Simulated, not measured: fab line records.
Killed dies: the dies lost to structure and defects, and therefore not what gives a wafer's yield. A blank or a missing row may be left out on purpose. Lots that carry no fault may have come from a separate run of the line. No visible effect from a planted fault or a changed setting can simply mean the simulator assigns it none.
Chamber matching + flow nand harc + NHARC_A_STAIRCASE_ALD_420 on ald hk-03 has 4 sister chambers
The step deposits SiO2, target thk 20 nm, pulse time 6 s, ald cycles 200. 24 wafers are shown with their chamber, then 12 later ones without.

== WAFERS PAIRED WITH THEIR CHAMBERS ==
| wafer  | chamber | heater power outer w (W) | heater power w (W) | precursor pulse height rel |
|--------|---------|--------------------------|--------------------|----------------------------|
| L074.1 | 3       | 271                      | 489                | 0.994                      |
| L074.2 | 1       | 247                      | 455                | 0.976                      |
| L074.5 | 0       | 231                      | 450                | 1.022                      |
| L076.2 | 0       | 233                      | 442                | 0.973                      |
| L076.4 | 1       | 254                      | 453                | 1.015                      |
| L076.5 | 1       | 258                      | 443                | 1.004                      |
| L079.2 | 0       | 228                      | 443                | 1.007                      |
| L079.3 | 1       | 254                      | 436                | 1.002                      |
| L079.6 | 2       | 277                      | 487                | 1.006                      |
| L081.1 | 1       | 251                      | 455                | 0.995                      |
| L081.2 | 3       | 277                      | 492                | 0.968                      |
| L081.4 | 2       | 283                      | 483                | 0.984                      |
| L080.2 | 1       | 256                      | 453                | 0.962                      |
| L080.4 | 0       | 228                      | 443                | 1.033                      |
| L080.6 | 1       | 251                      | 448                | 0.979                      |
| L087.2 | 1       | 239                      | 456                | 0.966                      |
| L087.4 | 0       | 230                      | 436                | 1.034                      |
| L087.5 | 1       | 242                      | 439                | 1.003                      |
| L086.1 | 2       | 248                      | 438                | 0.999                      |
| L086.4 | 1       | 244                      | 448                | 0.993                      |
| L086.6 | 3       | 289                      | 507                | 1.011                      |
| L088.2 | 3       | 290                      | 511                | 0.993                      |
| L088.3 | 2       | 252                      | 447                | 0.993                      |
| L088.6 | 0       | 228                      | 439                | 0.977                      |

SIGNATURES (means of the wafers above)
| reading                    | chamber 0 | chamber 1 | chamber 2 | chamber 3 | scatter within a chamber |
|----------------------------|-----------|-----------|-----------|-----------|--------------------------|
| heater power outer w       | 229.67    | 249.60    | 265.00    | 281.75    | 8.86                     |
| heater power w             | 442.17    | 448.60    | 463.75    | 499.75    | 11.8                     |
| precursor pulse height rel | 1.00767   | 0.98950   | 0.99550   | 0.99150   | 0.0197                   |
Rule: distance of a wafer from a chamber = root of the sum over the readings of ((wafer's reading minus chamber's mean) / reading's scatter) squared. The wafer belongs to the nearest chamber; if the next one is less than 2 further off, it can't be placed. How the scatter is found: for the shown wafers, subtract from each reading the mean of its chamber, square and add these, divide the total by (wafers less chambers), then take the root.

== WAFERS WITH NO CHAMBER GIVEN ==
| wafer  | heater power outer w (W) | heater power w (W) | precursor pulse height rel |
|--------|--------------------------|--------------------|----------------------------|
| L093.1 | 236                      | 446                | 1.042                      |
| L093.2 | 283                      | 518                | 0.953                      |
| L093.6 | 255                      | 449                | 0.984                      |
| L092.1 | 246                      | 444                | 1.000                      |
| L092.3 | 253                      | 461                | 0.988                      |
| L092.4 | 290                      | 501                | 0.973                      |
| L097.2 | 235                      | 440                | 1.001                      |
| L097.4 | 243                      | 455                | 1.014                      |
| L097.6 | 253                      | 445                | 0.975                      |
| L094.1 | 227                      | 441                | 0.982                      |
| L094.4 | 250                      | 455                | 0.977                      |
| L094.6 | 291                      | 508                | 0.981                      |

== WHICH CHAMBER EACH ONE RAN IN ==
| wafer  | from the rows above          | in truth |
|--------|------------------------------|----------|
| L093.1 | can't be placed: 0 or 1      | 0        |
| L093.2 | 3                            | 3        |
| L093.6 | can't be placed: 1 or 2      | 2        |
| L092.1 | can't be placed: 1 or 0 or 2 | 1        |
| L092.3 | can't be placed: 1 or 2      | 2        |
| L092.4 | 3                            | 3        |
| L097.2 | can't be placed: 0 or 1      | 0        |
| L097.4 | can't be placed: 1 or 0 or 2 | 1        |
| L097.6 | can't be placed: 1 or 2      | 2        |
| L094.1 | can't be placed: 0 or 1      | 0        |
| L094.4 | can't be placed: 1 or 2      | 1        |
| L094.6 | 3                            | 3        |
3 of 12 placed correctly. Unplaceable from these rows: 9, with the true chamber sitting among the candidates in 9. Placed wrongly: 0.
